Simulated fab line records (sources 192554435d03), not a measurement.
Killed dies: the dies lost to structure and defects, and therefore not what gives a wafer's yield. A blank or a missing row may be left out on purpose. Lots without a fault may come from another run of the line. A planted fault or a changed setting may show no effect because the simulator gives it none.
Struck lot and sound lot, side by side | flow n5-finfet | 34 steps out of a route of 1938
Sound: the wafers L231.1, L231.2, L231.6. Struck: wafers L245.2, L245.6. At the end, the cause is stated.
At each step with rows: each side's tool, then ch and its chambers, then its first start. Under that, the readings that differ: sound wafers | struck wafers | difference of the means | sigmas: that difference in standard deviations of wafers without a fault.
alike: words and numbers the same on both sides, and readings whose means are apart by under 2 such deviations; not compared: readings that were withheld, readings missing a value for some wafer, numbers with overlapping values and no deviation given by the record, and bounds like >300 which may hide the same value.
Wherever a step has rows on one side only, a row that says differs or no value, or a row with sigmas, the two part there. When numbers do not overlap yet have no deviation, they are printed without sigmas and do not part them. Lack of a reading on every wafer of one side parts them only where that side has two or more wafers.

first, 9 steps without rows for these wafers: N5_BEOL_M10_SOFTBAKE_06 (time 60 s); N5_BEOL_M10_EXPOSE_08 (exposes mask M10); N5_BEOL_M10_PEB_09 (peb time 60 s); N5_BEOL_M10_DEVELOP_10 (develop time 30 s); N5_BEOL_M10_DESCUM_16 (chemistry O2, time 7.9 s); N5_BEOL_M10_ETCH_61 (etches SiARC in CF4, target depth 39 nm, time 65 s); N5_BEOL_M10_ETCH_62 (etches SOC in N2/H2, target depth 110 nm, overetch 22 nm, time 165 s); N5_BEOL_M10_STRIP_68 (strips in N2/H2); N5_BEOL_M10_STRIP_67 (strips in CF4).
N5_BEOL_M10_HM_OPEN_17: chemistry Cl2/BCl3, target TiN, target depth 20 nm, overetch 6 nm.
  sound on rie-metal-02 ch 0,1, day 9 12:47; struck on rie-metal-02 ch 0, day 13 11:10
  alike: drypump-motor-current-A, oes-product-au, throttle-valve-pct
  not compared: rf-hours-counter-h
then, 23 steps without rows for these wafers: N5_BEOL_M10_STRIP_19 (strips in O2); N5_BEOL_M10_COAT_63 (time 60 s, resist thk 100 nm); N5_BEOL_M10_COAT_64 (time 60 s, resist thk 30 nm); N5_BEOL_M10_COAT_22 (resist thk 90 nm); N5_BEOL_M10_EBR_24; N5_BEOL_M10_SOFTBAKE_23 (time 60 s); N5_BEOL_M10_EXPOSE_25 (exposes mask V9); N5_BEOL_M10_PEB_26 (peb time 60 s); N5_BEOL_M10_DEVELOP_27 (develop time 30 s); N5_BEOL_M10_DESCUM_33 (chemistry O2, time 7.9 s); N5_BEOL_M10_ETCH_65 (etches SiARC in CF4, target depth 39 nm, time 65 s); N5_BEOL_M10_ETCH_66 (etches SOC in N2/H2, target depth 120 nm, overetch 24 nm, time 180 s); N5_BEOL_M10_STRIP_69 (strips in N2/H2); N5_BEOL_M10_VIA_ETCH_34 (etches SiCOH lowk in C4F6/O2, target depth 184.5 nm, time 69.2 s); N5_BEOL_M10_STRIP_73 (strips in C4F6/O2); N5_BEOL_M10_STRIP_36 (strips in N2/H2); N5_BEOL_M10_TRENCH_ETCH_37 (etches SiCOH lowk in C4F6/O2, target depth 148.83 nm, time 48 s); N5_BEOL_M10_ETCH_41 (etches SiCN in CH3F/O2, target depth 42.6 nm, time 86 s); N5_BEOL_M10_STRIP_77 (strips in N2/H2, time 10 s); N5_BEOL_M10_HM_STRIP_39 (strips TiN in peroxide tin strip, target depth 25 nm, time 158 s); N5_BEOL_M10_SRD_40 (time 30 s); N5_BEOL_M10_PRECLEAN_42 (cleans in residue remover, time 60 s); N5_BEOL_M10_SRD_43 (time 30 s).
-- the record jumps here: 2 days lie between the struck wafers' starts before and after (it left off in module BEOL_M10 and takes up again in module PASSIVATION, whose first step shown is number 1936 of the route) --
N5_PASSIVATION_PROBE_49:
  sound on prober-02, day 12 00:28; struck on prober-01, day 15 18:20
  reading         | sound      | struck  | difference | sigmas
  killed_at_M4_up | 8 13 5     | 124 111 | +109       | +24
  killed-dies     | 113 98 110 | 212 192 | +95        | +6
  alike: killed_at_M0_to_M3, killed-at-contacts, killed-at-front-end, killed-at-other, killed-open, killed-short

## WHERE THEY PART
Only at N5_PASSIVATION_PROBE_49, within this record.

WHY: the cause the simulator had injected
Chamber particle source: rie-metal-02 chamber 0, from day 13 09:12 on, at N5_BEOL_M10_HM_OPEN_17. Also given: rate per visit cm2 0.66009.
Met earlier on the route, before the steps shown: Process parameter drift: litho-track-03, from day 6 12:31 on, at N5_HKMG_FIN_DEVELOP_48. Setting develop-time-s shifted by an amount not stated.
